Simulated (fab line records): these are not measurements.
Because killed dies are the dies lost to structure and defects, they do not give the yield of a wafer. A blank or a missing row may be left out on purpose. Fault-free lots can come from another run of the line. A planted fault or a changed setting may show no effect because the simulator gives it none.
fab line records + flow n5-finfet
record
- lots=7
- wafers=18
- last-day=17
route steps=1938 shown BEOL_M6@1203 PASSIVATION@1936
lots untouched by any fault: they come from a run of this same line in which no faults occurred
start-h: hours from the record's opening day to when the first of the lot's shown wafers began + wait-h: hours elapsed since this lot's preceding step + " the same as in the row above + L1.1+2: a row that stands for several wafers + - no value, or no start was given + * or withheld: withheld + < > ~ a bound
route shown NAME@n: a module of which the file shows steps, and the number in the route of the first + usual: the fault-free wafers' mean and standard deviation + same: alike in all rows + chamber/n: place in a boat + sites: the reading at each site + _std_site: how widely they spread, as a standard deviation + _edge_site: mean of outer sites minus mean of inner sites + radius-mm: for every site, how far away it sits from the centre of the wafer + mask NAME#n: copy n + behind: tool/chamber where the wafer was last shaped + hold: what put the lot on hold/how long, in hours/how the hold closed + device: transistor that didn't switch, given as n, p or np + end of line: the route-end tests of the same wafers + step lacking rows: just its recipe + killed: dies that structure and defects cost at the first sort, which is not the same as the wafer's yield + map: shows each die of a wafer: x if killed, . if not, _ if none is there
set.NAME: the setting the step ran with; set.NAME@STEP: the setting that earlier step ran with + model.NAME: the simulator's own value behind a step, which no gauge read
lots at some steps of the route; a table a step, a row a wafer
services: from which hour (start-h, from the record's first day; less than 0 if before it) a tool's chamber was out of use, for how many hours, and why
## steps
# step N5_BEOL_M6_SOFTBAKE_06
# recipe
- temp-c=110
- time-s=60
- resist=CAR-ArF
# step N5_BEOL_M6_EXPOSE_08
# recipe
- mask-id=M6
- na=1.35
- source-shape=dipole
- sigma-inner=0.817
- sigma-outer=0.97
- polarization=te
- dose-mj=68.25
# step N5_BEOL_M6_PEB_09
# recipe
- peb-temp-c=withheld
- peb-time-s=60
- resist=CAR-ArF
# step N5_BEOL_M6_DEVELOP_10
# recipe
- develop-time-s=30
- developer=TMAH
- resist=CAR-ArF
- rinse-liquid=diw
- dry=air-spin
- dev-temp-c=23
# step N5_BEOL_M6_CD_MEAS_11
# recipe
- target-cd-nm=38.5
- landing-energy-ev=500
- detector=se-inlens
- polarity=opening
# usual
- cd-nm=38.3/0.56
| lot.wafer | tool      | chamber | start-h | wait-h | cd-nm |
|-----------|-----------|---------|---------|--------|-------|
| L710.2    | cd-sem-03 | 0       | 210.45  | -      | 39.3  |
| L710.4    | "         | 0       | "       | "      | 39.3  |
| L715.2    | cd-sem-01 | 0       | 242.66  | -      | 38.4  |
| L715.4    | "         | 0       | "       | "      | 38.7  |
| L716.2    | cd-sem-02 | 0       | 251.88  | -      | 38.6  |
| L716.4    | "         | 0       | "       | "      | 38.1  |
| L721.3    | cd-sem-03 | 0       | 286.02  | -      | 38.3  |
| L721.4    | "         | 0       | "       | "      | 37.5  |
| L721.6    | "         | 0       | "       | "      | 38.4  |
| L722.2    | cd-sem-01 | 0       | 290.52  | -      | 38.9  |
| L722.5    | "         | 0       | "       | "      | 39.0  |
| L722.6    | "         | 0       | "       | "      | 38.3  |
| L726.1    | cd-sem-03 | 0       | 319.04  | -      | 38.5  |
| L726.3    | "         | 0       | "       | "      | 39.0  |
| L726.6    | "         | 0       | "       | "      | 38.7  |
| L725.2    | cd-sem-02 | 0       | 331.05  | -      | 38.2  |
| L725.3    | "         | 0       | "       | "      | 38.7  |
| L725.6    | "         | 0       | "       | "      | 38.5  |
# step N5_BEOL_M6_OVL_MEAS_12
# recipe
- points-per-wafer=44
# usual
- M6_OVL=0.6/0.77
# same
- points-per-wafer=44
| lot.wafer | tool       | chamber | start-h | wait-h | M6_OVL[nm] |
|-----------|------------|---------|---------|--------|------------|
| L710.2    | overlay-02 | 0       | 210.48  | 0.0    | 0.7        |
| L710.4    | "          | 0       | "       | "      | 0.5        |
| L715.2    | overlay-02 | 0       | 242.69  | 0.0    | 0.8        |
| L715.4    | "          | 0       | "       | "      | 1.3        |
| L716.2    | overlay-02 | 0       | 251.91  | 0.0    | 0.6        |
| L716.4    | "          | 0       | "       | "      | 0.9        |
| L721.3    | overlay-02 | 0       | 286.04  | 0.0    | -0.1       |
| L721.4    | "          | 0       | "       | "      | 1.0        |
| L721.6    | "          | 0       | "       | "      | 0.3        |
| L722.2    | overlay-02 | 0       | 290.55  | 0.0    | 1.1        |
| L722.5    | "          | 0       | "       | "      | 0.3        |
| L722.6    | "          | 0       | "       | "      | 2.1        |
| L726.1    | overlay-02 | 0       | 319.07  | 0.0    | 2.3        |
| L726.3    | "          | 0       | "       | "      | 1.1        |
| L726.6    | "          | 0       | "       | "      | 0.4        |
| L725.2    | overlay-02 | 0       | 331.08  | 0.0    | 1.1        |
| L725.3    | "          | 0       | "       | "      | 1.4        |
| L725.6    | "          | 0       | "       | "      | 0.8        |
# step N5_BEOL_M6_INSPECT_13
# recipe
- mode=adi
- inspect-instrument=brightfield
# usual
- raw-defect-count=387/84
| lot.wafer | tool              | chamber | start-h | wait-h | raw-defect-count |
|-----------|-------------------|---------|---------|--------|------------------|
| L710.2    | defect-inspect-02 | -       | 210.50  | 0.0    | 283              |
| L710.4    | "                 | -       | "       | "      | 371              |
| L715.2    | defect-inspect-01 | -       | 242.71  | 0.0    | 361              |
| L715.4    | "                 | -       | "       | "      | 399              |
| L716.2    | defect-inspect-01 | -       | 251.94  | 0.0    | 368              |
| L716.4    | "                 | -       | "       | "      | 376              |
| L721.3    | defect-inspect-01 | -       | 286.07  | 0.0    | 383              |
| L721.4    | "                 | -       | "       | "      | 314              |
| L721.6    | "                 | -       | "       | "      | 335              |
| L722.2    | defect-inspect-01 | -       | 290.58  | 0.0    | 312              |
| L722.5    | "                 | -       | "       | "      | 580              |
| L722.6    | "                 | -       | "       | "      | 439              |
| L726.1    | defect-inspect-01 | -       | 319.10  | 0.0    | 295              |
| L726.3    | "                 | -       | "       | "      | 445              |
| L726.6    | "                 | -       | "       | "      | 293              |
| L725.2    | defect-inspect-02 | -       | 331.11  | 0.0    | 332              |
| L725.3    | "                 | -       | "       | "      | 480              |
| L725.6    | "                 | -       | "       | "      | 368              |
# step N5_BEOL_M6_DESCUM_16
# recipe
- chemistry=O2
- time-s=7.9
- source-power-w=50
- bias-power-w=20
- pressure-mtorr=20
- rf-frequency-hz=2.712e+07
- temp-c=40
- resist=CAR-ArF
- o2-flow-sccm=225
# usual
- drypump-motor-current-A=5.7/0.56
- o2-flow-sccm=225.0/0.69
- oes-product-au=0.85/0.078
- rf-vpp-V=243.0/1.3
- showerhead-plenum-p-Torr=2.08/0.066
- throttle-valve-pct=20.33/0.24
| lot.wafer | tool        | chamber | start-h | wait-h | drypump-motor-current-A | o2-flow-sccm | oes-product-au | rf-hours-counter-h | rf-vpp-V | showerhead-plenum-p-Torr | throttle-valve-pct |
|-----------|-------------|---------|---------|--------|-------------------------|--------------|----------------|--------------------|----------|--------------------------|--------------------|
| L710.2    | rie-diel-06 | 0       | 210.53  | 0.0    | 5.5                     | 224.7        | 0.95           | 15                 | 243.9    | 2.24                     | 20.31              |
| L710.4    | "           | 2       | "       | "      | 5.5                     | 225.3        | 0.85           | 69                 | 242.3    | 2.12                     | 20.70              |
| L715.2    | rie-diel-06 | 3       | 242.82  | 0.1    | 5.3                     | 224.9        | 0.89           | 38                 | 242.1    | 2.05                     | 20.11              |
| L715.4    | "           | 0       | "       | "      | 5.5                     | 223.6        | 0.92           | 27                 | 244.7    | 2.23                     | 20.33              |
| L716.2    | rie-diel-01 | 0       | 251.97  | 0.0    | 6.0                     | 225.6        | 0.75           | 145                | 243.2    | 2.08                     | 20.30              |
| L716.4    | "           | 3       | "       | "      | 6.1                     | 224.3        | 0.87           | 40                 | 240.9    | 2.06                     | 20.57              |
| L721.3    | rie-diel-02 | 3       | 286.27  | 0.2    | 6.6                     | 224.2        | 0.66           | 250                | 240.9    | 1.95                     | 20.10              |
| L721.4    | "           | 3       | "       | "      | 6.6                     | 224.0        | 0.65           | -                  | 241.7    | 1.95                     | 20.10              |
| L721.6    | "           | 0       | "       | "      | 5.6                     | 225.6        | 0.69           | -                  | 240.9    | 1.98                     | 20.58              |
| L722.2    | rie-diel-01 | 3       | 290.79  | 0.2    | 6.1                     | 223.8        | 0.86           | 52                 | 243.0    | 2.06                     | 20.59              |
| L722.5    | "           | 3       | "       | "      | 6.0                     | 223.9        | 0.86           | -                  | 243.5    | 2.06                     | 20.60              |
| L722.6    | "           | 2       | "       | "      | 5.1                     | 225.7        | 0.89           | -                  | 241.0    | 2.05                     | 20.00              |
| L726.1    | rie-diel-02 | 1       | 319.13  | 0.0    | 5.4                     | 225.5        | 0.90           | 24                 | 244.3    | 2.22                     | 20.14              |
| L726.3    | "           | 3       | "       | "      | 6.5                     | 224.8        | 0.99           | 1                  | 245.6    | 2.21                     | 19.69              |
| L726.6    | "           | 2       | "       | "      | 5.4                     | 224.7        | 0.85           | -                  | 244.8    | 2.22                     | 20.43              |
| L725.2    | rie-diel-06 | 0       | 331.14  | 0.0    | 5.5                     | 223.8        | 0.89           | 53                 | 245.7    | 2.23                     | 20.39              |
| L725.3    | "           | 3       | "       | "      | 5.3                     | 224.5        | 0.84           | 68                 | 240.9    | 2.04                     | 20.14              |
| L725.6    | "           | 3       | "       | "      | 5.3                     | 224.8        | 0.85           | -                  | 241.6    | 2.04                     | 20.14              |
# step N5_BEOL_M6_ETCH_61
# recipe
- chemistry=CF4
- target=SiARC
- target-depth-a=455
- mask-material=CAR-ArF
- time-s=75.8
- ion-energy-ev=80
- pressure-mtorr=40
- source-w=545
- bias-w=36
- Ar_flow_sccm=100
- cf4-flow-sccm=100
- ends=cleared
# usual
- drypump-motor-current-A=5.7/0.55
- etch-rf-on-time-s=75.5/2
- oes-product-au=0.73/0.068
- rf-vpp-V=184.0/1.1
- showerhead-plenum-p-Torr=2.13/0.061
- throttle-valve-pct=15.50/0.23
| lot.wafer | tool        | chamber | start-h | wait-h | drypump-motor-current-A | etch-rf-on-time-s | oes-product-au | rf-hours-counter-h | rf-vpp-V | showerhead-plenum-p-Torr | throttle-valve-pct |
|-----------|-------------|---------|---------|--------|-------------------------|-------------------|----------------|--------------------|----------|--------------------------|--------------------|
| L710.2    | rie-diel-06 | 0       | 210.57  | 0.0    | 5.5                     | 74.4              | 0.81           | 15                 | 186.8    | 2.27                     | 15.36              |
| L710.4    | "           | 2       | "       | "      | 5.5                     | 76.0              | 0.72           | 69                 | 183.6    | 2.16                     | 15.80              |
| L715.2    | rie-diel-06 | 3       | 242.85  | 0.0    | 5.3                     | 72.5              | 0.77           | 39                 | 183.2    | 2.10                     | 15.21              |
| L715.4    | "           | 0       | "       | "      | 5.5                     | 74.0              | 0.79           | 27                 | 185.3    | 2.26                     | 15.38              |
| L716.2    | rie-diel-01 | 0       | 252.01  | 0.0    | 6.0                     | 79.4              | 0.63           | 145                | 186.0    | 2.15                     | 15.65              |
| L716.4    | "           | 3       | "       | "      | 6.0                     | 73.9              | 0.74           | 40                 | 182.8    | 2.11                     | 15.65              |
| L721.3    | rie-diel-02 | 3       | 286.31  | 0.0    | 6.5                     | 76.5              | 0.56           | 250                | 183.6    | 2.03                     | 15.54              |
| L721.4    | "           | 3       | "       | "      | 6.6                     | 76.2              | 0.56           | -                  | 182.3    | 2.03                     | 15.55              |
| L721.6    | "           | 0       | "       | "      | 5.6                     | 76.1              | 0.60           | -                  | 185.3    | 2.03                     | 15.77              |
| L722.2    | rie-diel-01 | 3       | 290.83  | 0.0    | 6.1                     | 74.1              | 0.73           | 52                 | 182.3    | 2.10                     | 15.67              |
| L722.5    | "           | 3       | "       | "      | 6.1                     | 74.0              | 0.72           | -                  | 183.9    | 2.10                     | 15.66              |
| L722.6    | "           | 2       | "       | "      | 5.1                     | 75.2              | 0.77           | -                  | 184.2    | 2.09                     | 15.15              |
| L726.1    | rie-diel-02 | 1       | 319.17  | 0.0    | 5.4                     | 79.1              | 0.76           | 24                 | 185.2    | 2.28                     | 15.36              |
| L726.3    | "           | 3       | "       | "      | 6.6                     | 73.1              | 0.86           | 1                  | 186.6    | 2.28                     | 15.06              |
| L726.6    | "           | 2       | "       | "      | 5.5                     | 76.3              | 0.73           | -                  | 184.7    | 2.26                     | 15.53              |
| L725.2    | rie-diel-06 | 0       | 331.18  | 0.0    | 5.5                     | 75.2              | 0.74           | 53                 | 185.3    | 2.25                     | 15.44              |
| L725.3    | "           | 3       | "       | "      | 5.3                     | 75.3              | 0.72           | 68                 | 183.6    | 2.09                     | 15.26              |
| L725.6    | "           | 3       | "       | "      | 5.3                     | 74.1              | 0.73           | -                  | 182.3    | 2.09                     | 15.26              |
# step N5_BEOL_M6_ETCH_62
# recipe
- chemistry=N2/H2
- target=SOC
- target-depth-a=1100
- overetch-a=220
- mask-material=SiARC
- temp-c=40
- time-s=165
- ion-energy-ev=200
- pressure-mtorr=30
- source-w=840
- bias-w=150
- n2-flow-sccm=200
- h2-flow-sccm=200
# usual
- drypump-motor-current-A=5.7/0.55
- oes-product-au=0.72/0.06
- rf-vpp-V=523.3/2.2
- showerhead-plenum-p-Torr=2.53/0.079
- throttle-valve-pct=17.72/0.21
| lot.wafer | tool        | chamber | start-h | wait-h | drypump-motor-current-A | oes-product-au | rf-hours-counter-h | rf-vpp-V | showerhead-plenum-p-Torr | throttle-valve-pct |
|-----------|-------------|---------|---------|--------|-------------------------|----------------|--------------------|----------|--------------------------|--------------------|
| L710.2    | rie-diel-06 | 0       | 210.63  | 0.0    | 5.5                     | 0.79           | 15                 | 527.2    | 2.72                     | 17.74              |
| L710.4    | "           | 2       | "       | "      | 5.5                     | 0.70           | 69                 | 525.8    | 2.58                     | 18.01              |
| L715.2    | rie-diel-06 | 3       | 242.91  | 0.0    | 5.3                     | 0.74           | 39                 | 522.2    | 2.49                     | 17.47              |
| L715.4    | "           | 0       | "       | "      | 5.6                     | 0.77           | 27                 | 528.4    | 2.71                     | 17.76              |
| L716.2    | rie-diel-01 | 0       | 252.06  | 0.0    | 6.0                     | 0.65           | 145                | 523.2    | 2.54                     | 17.78              |
| L716.4    | "           | 3       | "       | "      | 6.0                     | 0.73           | 40                 | 523.7    | 2.49                     | 17.76              |
| L721.3    | rie-diel-02 | 3       | 286.36  | 0.0    | 6.6                     | 0.57           | 250                | 519.4    | 2.42                     | 17.90              |
| L721.4    | "           | 3       | "       | "      | 6.5                     | 0.56           | -                  | 519.9    | 2.42                     | 17.91              |
| L721.6    | "           | 0       | "       | "      | 5.6                     | 0.60           | -                  | 519.8    | 2.41                     | 18.07              |
| L722.2    | rie-diel-01 | 3       | 290.88  | 0.0    | 6.1                     | 0.71           | 53                 | 521.5    | 2.48                     | 17.77              |
| L722.5    | "           | 3       | "       | "      | 6.1                     | 0.72           | -                  | 522.2    | 2.48                     | 17.78              |
| L722.6    | "           | 2       | "       | "      | 5.1                     | 0.75           | -                  | 523.0    | 2.48                     | 17.40              |
| L726.1    | rie-diel-02 | 1       | 319.22  | 0.0    | 5.4                     | 0.77           | 24                 | 527.9    | 2.69                     | 17.46              |
| L726.3    | "           | 3       | "       | "      | 6.5                     | 0.83           | 1                  | 526.9    | 2.74                     | 17.47              |
| L726.6    | "           | 2       | "       | "      | 5.4                     | 0.73           | -                  | 529.0    | 2.70                     | 17.81              |
| L725.2    | rie-diel-06 | 0       | 331.23  | 0.0    | 5.6                     | 0.73           | 53                 | 527.3    | 2.70                     | 17.80              |
| L725.3    | "           | 3       | "       | "      | 5.3                     | 0.70           | 68                 | 522.4    | 2.47                     | 17.51              |
| L725.6    | "           | 3       | "       | "      | 5.3                     | 0.70           | -                  | 521.2    | 2.47                     | 17.52              |
# step N5_BEOL_M6_STRIP_68
# recipe
- chemistry=N2/H2
- temp-c=40
- n2-flow-sccm=200
- h2-flow-sccm=200
- rf-frequency-hz=6e+07
# step N5_BEOL_M6_STRIP_67
# recipe
- chemistry=CF4
- resist=SiARC
- power-w=300
- bias-power-w=75
- pressure-mtorr=50
- cf4-flow-sccm=150
- rf-frequency-hz=6e+07
# usual
- drypump-motor-current-A=5.7/0.55
- oes-product-au=0.85/0.072
- rf-vpp-V=270.7/1.5
- showerhead-plenum-p-Torr=1.79/0.048
- throttle-valve-pct=13.46/0.23
| lot.wafer | tool        | chamber | start-h | wait-h | drypump-motor-current-A | oes-product-au | rf-hours-counter-h | rf-vpp-V | showerhead-plenum-p-Torr | throttle-valve-pct |
|-----------|-------------|---------|---------|--------|-------------------------|----------------|--------------------|----------|--------------------------|--------------------|
| L710.2    | rie-diel-06 | 0       | 210.77  | 0.0    | 5.5                     | 0.94           | 15                 | 274.4    | 1.90                     | 13.30              |
| L710.4    | "           | 2       | "       | "      | 5.5                     | 0.83           | 69                 | 273.1    | 1.81                     | 13.77              |
| L715.2    | rie-diel-06 | 3       | 243.05  | 0.0    | 5.3                     | 0.87           | 39                 | 269.6    | 1.76                     | 13.16              |
| L715.4    | "           | 0       | "       | "      | 5.5                     | 0.90           | 27                 | 273.1    | 1.89                     | 13.33              |
| L716.2    | rie-diel-01 | 0       | 252.21  | 0.0    | 6.0                     | 0.76           | 145                | 270.8    | 1.79                     | 13.59              |
| L716.4    | "           | 3       | "       | "      | 6.1                     | 0.87           | 40                 | 269.8    | 1.77                     | 13.57              |
| L721.3    | rie-diel-02 | 3       | 286.51  | 0.0    | 6.5                     | 0.67           | 250                | 268.2    | 1.71                     | 13.61              |
| L721.4    | "           | 3       | "       | "      | 6.5                     | 0.66           | -                  | 268.9    | 1.71                     | 13.63              |
| L721.6    | "           | 0       | "       | "      | 5.6                     | 0.71           | -                  | 268.5    | 1.71                     | 13.81              |
| L722.2    | rie-diel-01 | 3       | 291.03  | 0.0    | 6.0                     | 0.84           | 53                 | 270.4    | 1.76                     | 13.60              |
| L722.5    | "           | 3       | "       | "      | 6.1                     | 0.85           | -                  | 271.1    | 1.76                     | 13.59              |
| L722.6    | "           | 2       | "       | "      | 5.1                     | 0.89           | -                  | 271.1    | 1.76                     | 13.15              |
| L726.1    | rie-diel-02 | 1       | 319.37  | 0.0    | 5.4                     | 0.92           | 24                 | 273.8    | 1.91                     | 13.30              |
| L726.3    | "           | 3       | "       | "      | 6.5                     | 0.98           | 1                  | 273.8    | 1.92                     | 13.06              |
| L726.6    | "           | 2       | "       | "      | 5.4                     | 0.86           | -                  | 273.4    | 1.89                     | 13.47              |
| L725.2    | rie-diel-06 | 0       | 331.38  | 0.0    | 5.5                     | 0.88           | 53                 | 273.2    | 1.88                     | 13.38              |
| L725.3    | "           | 3       | "       | "      | 5.3                     | 0.83           | 69                 | 268.9    | 1.75                     | 13.23              |
| L725.6    | "           | 3       | "       | "      | 5.3                     | 0.83           | -                  | 269.1    | 1.75                     | 13.25              |
# step N5_BEOL_M6_HM_OPEN_17
# recipe
- chemistry=Cl2/BCl3
- target-depth-a=200
- overetch-a=60
- target=TiN
- mask-material=SOC
- ion-energy-ev=150
- pressure-mtorr=10
- icp-w=1000
- bias-w=126
- Cl2_flow_sccm=53.25
- bcl3-flow-sccm=21.75
- Ar_flow_sccm=25
# usual
- drypump-motor-current-A=5.8/0.37
- oes-product-au=0.67/0.09
- throttle-valve-pct=22.16/0.17
| lot.wafer | tool         | chamber | start-h | wait-h | drypump-motor-current-A | oes-product-au | rf-hours-counter-h | throttle-valve-pct | model.SOC_of_BEOL_M6_COAT_59.thk-nm |
|-----------|--------------|---------|---------|--------|-------------------------|----------------|--------------------|--------------------|-------------------------------------|
| L710.2    | rie-metal-02 | 1       | 210.81  | 0.0    | 5.3                     | 0.71           | 19                 | 22.34              | 87.4                                |
| L710.4    | "            | 1       | "       | "      | 5.3                     | 0.72           | -                  | 22.36              | 87.2                                |
| L715.2    | rie-metal-02 | 1       | 243.09  | 0.0    | 5.3                     | 0.70           | 22                 | 22.33              | 87.4                                |
| L715.4    | "            | 0       | "       | "      | 5.8                     | 0.59           | -                  | 21.97              | 86.8                                |
| L716.2    | rie-metal-02 | 0       | 252.25  | 0.0    | 5.8                     | 0.58           | 86                 | 21.99              | 86.4                                |
| L716.4    | "            | 0       | "       | "      | 5.8                     | 0.57           | -                  | 21.97              | 87                                  |
| L721.3    | rie-metal-01 | 0       | 286.58  | 0.1    | 5.3                     | 0.78           | -                  | 21.87              | 92.2                                |
| L721.4    | "            | 1       | "       | "      | 6.3                     | 0.55           | -                  | 22.07              | 92.4                                |
| L721.6    | "            | 1       | "       | "      | 6.3                     | 0.55           | -                  | 22.08              | 92.4                                |
| L722.2    | rie-metal-03 | 1       | 291.10  | 0.1    | 5.7                     | 0.76           | -                  | 22.25              | 92.2                                |
| L722.5    | "            | 1       | "       | "      | 5.7                     | 0.76           | -                  | 22.26              | 92                                  |
| L722.6    | "            | 1       | "       | "      | 5.8                     | 0.76           | -                  | 22.26              | 91.8                                |
| L726.1    | rie-metal-02 | 1       | 319.41  | 0.0    | 5.3                     | 0.69           | 27                 | 22.37              | 92                                  |
| L726.3    | "            | 0       | "       | "      | 5.8                     | 0.58           | -                  | 21.98              | 92                                  |
| L726.6    | "            | 0       | "       | "      | 5.8                     | 0.58           | -                  | 21.97              | 91.8                                |
| L725.2    | rie-metal-01 | 0       | 331.42  | 0.0    | 5.4                     | 0.75           | 9                  | 21.88              | 92                                  |
| L725.3    | "            | 1       | "       | "      | 6.3                     | 0.55           | -                  | 22.09              | 91.6                                |
| L725.6    | "            | 1       | "       | "      | 6.3                     | 0.55           | -                  | 22.09              | 91.4                                |
# step N5_BEOL_M6_STRIP_19
# recipe
- chemistry=O2
- power-w=400
- temp-c=40
- pressure-mtorr=30
- rf-frequency-hz=6e+07
- bias-power-w=0
- overash-fraction=0.2
- o2-flow-sccm=225
# usual
- drypump-motor-current-A=5.7/0.55
- o2-flow-sccm=225.0/0.7
- oes-product-au=0.83/0.086
- rf-vpp-V=3.6/0.55
- showerhead-plenum-p-Torr=2.08/0.079
- throttle-valve-pct=16.58/0.22
| lot.wafer | tool        | chamber | start-h | wait-h | drypump-motor-current-A | o2-flow-sccm | oes-product-au | rf-hours-counter-h | rf-vpp-V | showerhead-plenum-p-Torr | throttle-valve-pct |
|-----------|-------------|---------|---------|--------|-------------------------|--------------|----------------|--------------------|----------|--------------------------|--------------------|
| L710.2    | rie-diel-01 | 3       | 210.92  | 0.1    | 6.0                     | 224.4        | 0.90           | 26                 | 5.5      | 2.07                     | 16.71              |
| L710.4    | "           | 0       | "       | "      | 6.0                     | 225.9        | 0.76           | 134                | 3.4      | 2.08                     | 16.57              |
| L715.2    | rie-diel-01 | 0       | 243.21  | 0.1    | 6.0                     | 224.9        | 0.76           | 142                | 3.2      | 2.08                     | 16.59              |
| L715.4    | "           | 3       | "       | "      | 6.1                     | 225.4        | 0.89           | 37                 | 3.5      | 2.07                     | 16.73              |
| L716.2    | rie-diel-01 | 0       | 252.48  | 0.2    | 6.0                     | 226.1        | 0.76           | 145                | 3.8      | 2.08                     | 16.59              |
| L716.4    | "           | 1       | "       | "      | 6.8                     | 225.3        | 0.89           | 31                 | 4.9      | 2.05                     | 16.67              |
| L721.3    | rie-diel-02 | 0       | 286.89  | 0.3    | 5.6                     | 225.9        | 0.70           | 225                | 2.7      | 1.99                     | 16.86              |
| L721.4    | "           | 3       | "       | "      | 6.5                     | 225.3        | 0.65           | -                  | 3.9      | 1.95                     | 16.46              |
| L721.6    | "           | 0       | "       | "      | 5.6                     | 225.0        | 0.69           | -                  | 3.4      | 1.99                     | 16.88              |
| L722.2    | rie-diel-06 | 3       | 291.27  | 0.1    | 5.3                     | 225.7        | 0.86           | 55                 | 3.5      | 2.05                     | 16.34              |
| L722.5    | "           | 1       | "       | "      | 4.9                     | 225.7        | 0.77           | -                  | 3.4      | 2.09                     | 16.52              |
| L722.6    | "           | 0       | "       | "      | 5.5                     | 224.7        | 0.88           | -                  | 3.8      | 2.23                     | 16.58              |
| L726.1    | rie-diel-06 | 3       | 319.55  | 0.1    | 5.3                     | 224.0        | 0.84           | 64                 | 3.5      | 2.05                     | 16.33              |
| L726.3    | "           | 1       | "       | "      | 4.9                     | 225.2        | 0.76           | 168                | 3.8      | 2.09                     | 16.53              |
| L726.6    | "           | 3       | "       | "      | 5.3                     | 224.5        | 0.84           | -                  | 3.4      | 2.05                     | 16.34              |
| L725.2    | rie-diel-01 | 3       | 331.53  | 0.1    | 6.1                     | 224.3        | 0.84           | 68                 | 4.7      | 2.06                     | 16.83              |
| L725.3    | "           | 1       | "       | "      | 6.7                     | 223.3        | 0.85           | 61                 | 4.0      | 2.04                     | 16.73              |
| L725.6    | "           | 3       | "       | "      | 6.1                     | 225.0        | 0.84           | -                  | 3.1      | 2.06                     | 16.82              |
# step N5_PASSIVATION_PROBE_49
# usual
- defect-limited-yield=91.4/1.3
- killed_at_M0_to_M3=34/10
- killed_at_M4_up=14/5.6
- killed-at-contacts=13/5.9
- killed-at-front-end=37/9.9
- killed-at-other=3.5/2.8
- killed-dies=101/15
- killed-open=67/12
- killed-short=32/6.6
- sort_bin_5_function=5.0/0.81
- sort_bin_6_memory=3.2/0.66
- sort-n-pass=1079/15
- sort-yield-pct=91.4/1.3
# same
- gross-dies=1180
- killed-at-back-side=0
- sort_bin_4_leakage[%]=0
- sort_bin_8_speed[%]=0
| lot.wafer | tool      | chamber | start-h | wait-h | defect-limited-yield[%] | killed_at_M0_to_M3 | killed_at_M4_up | killed-at-contacts | killed-at-front-end | killed-at-other | killed-dies | killed-open | killed-short | sort_bin_5_function[%] | sort_bin_6_memory[%] | sort-n-pass | sort-yield-pct[%] |
|-----------|-----------|---------|---------|--------|-------------------------|--------------------|-----------------|--------------------|---------------------|-----------------|-------------|-------------|--------------|------------------------|----------------------|-------------|-------------------|
| L716.2    | prober-02 | -       | 337.14  | 0.1    | 90.8                    | 44                 | 15              | 10                 | 33                  | 7               | 109         | 70          | 37           | 5.0                    | 3.9                  | 1071        | 90.8              |
| L716.4    | prober-02 | -       | 337.24  | 0.2    | 90.7                    | 42                 | 18              | 12                 | 36                  | 2               | 110         | 78          | 31           | 5.3                    | 3.9                  | 1070        | 90.7              |
# killed by level:class
L716.2 BEOL_M2:geometric-particle:open=15 STI_FIN_REVEAL:geometric-particle:open=12 FIN_SAQP:geometric-particle:short=8 MOL_CONTACT_COAG:geometric-particle:open=7 BEOL_M0_SAQP:geometric-particle:short=7 BEOL_M0_SAQP:geometric-particle:open=6 BEOL_M3:geometric-particle:open=6 BEOL_M8:geometric-particle:open=5
L716.4 MOL_CONTACT_COAG:geometric-particle:open=12 STI_FIN_REVEAL:geometric-particle:open=11 BEOL_M0_SAQP:geometric-particle:short=10 BEOL_M0_SAQP:geometric-particle:open=9 DUMMY_GATE:geometric-particle:open=8 BEOL_M4:geometric-particle:open=6 BEOL_M2:geometric-particle:open=6 BEOL_M1:geometric-particle:open=5
## services
| tool         | chamber | start-h | hours | kind                          |
|--------------|---------|---------|-------|-------------------------------|
| rie-metal-03 | 0       | 196.03  | 8.7   | repair                        |
| rie-diel-02  | 1       | 209.60  | 1.2   | repair                        |
| rie-metal-01 | 0       | 211.92  | -     | clean                         |
| rie-metal-01 | 0       | 211.92  | 22.0  | scheduled-down                |
| rie-metal-01 | 0       | 211.92  | 22.0  | vent-cycle                    |
| rie-diel-06  | 2       | 212.80  | 6.6   | repair                        |
| rie-diel-02  | 1       | 219.98  | -     | clean                         |
| rie-diel-02  | 1       | 219.98  | -     | consumable-replace:focus-ring |
| rie-diel-02  | 1       | 219.98  | -     | consumable-replace:showerhead |
| rie-diel-02  | 1       | 219.98  | 28.3  | scheduled-down                |
| rie-diel-02  | 1       | 219.98  | 28.3  | vent-cycle                    |
| rie-diel-01  | 0       | 231.78  | 6.0   | repair                        |
| rie-metal-03 | 0       | 260.76  | 36.1  | repair                        |
| rie-diel-02  | 0       | 262.90  | 4.5   | repair                        |
| rie-diel-02  | 3       | 287.94  | -     | clean                         |
| rie-diel-02  | 3       | 287.94  | -     | consumable-replace:focus-ring |
| rie-diel-02  | 3       | 287.94  | -     | consumable-replace:showerhead |
| rie-diel-02  | 3       | 287.94  | 28.8  | scheduled-down                |
| rie-diel-02  | 3       | 287.94  | 28.8  | vent-cycle                    |
| rie-metal-02 | 1       | 294.58  | 2.0   | repair                        |
| rie-metal-02 | -       | 299.12  | 14.6  | pm                            |
| rie-diel-06  | 0       | 323.70  | 2.2   | repair                        |
| rie-metal-02 | 1       | 325.37  | 6.3   | repair                        |
## key
first-sign none at tools or gauges
model-effect
- step=N5_BEOL_M6_HM_OPEN_17
- value=SOC_of_BEOL_M6_COAT_59.thk-nm
- without=92.03
- struck=87.03
met-at N5_BEOL_M6_HM_OPEN_17
struck-wafers L710.2,L710.4,L715.2,L715.4,L716.2,L716.4
fault
- kind=process-parameter-drift
- tool=rie-metal-02
- chamber=-
- onset-h=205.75
- steps=N5_BEOL_M6_HM_OPEN_17
- channel=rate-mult
- offset=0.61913
- shape=step
- end-h=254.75
- scope=struck-wafers-only
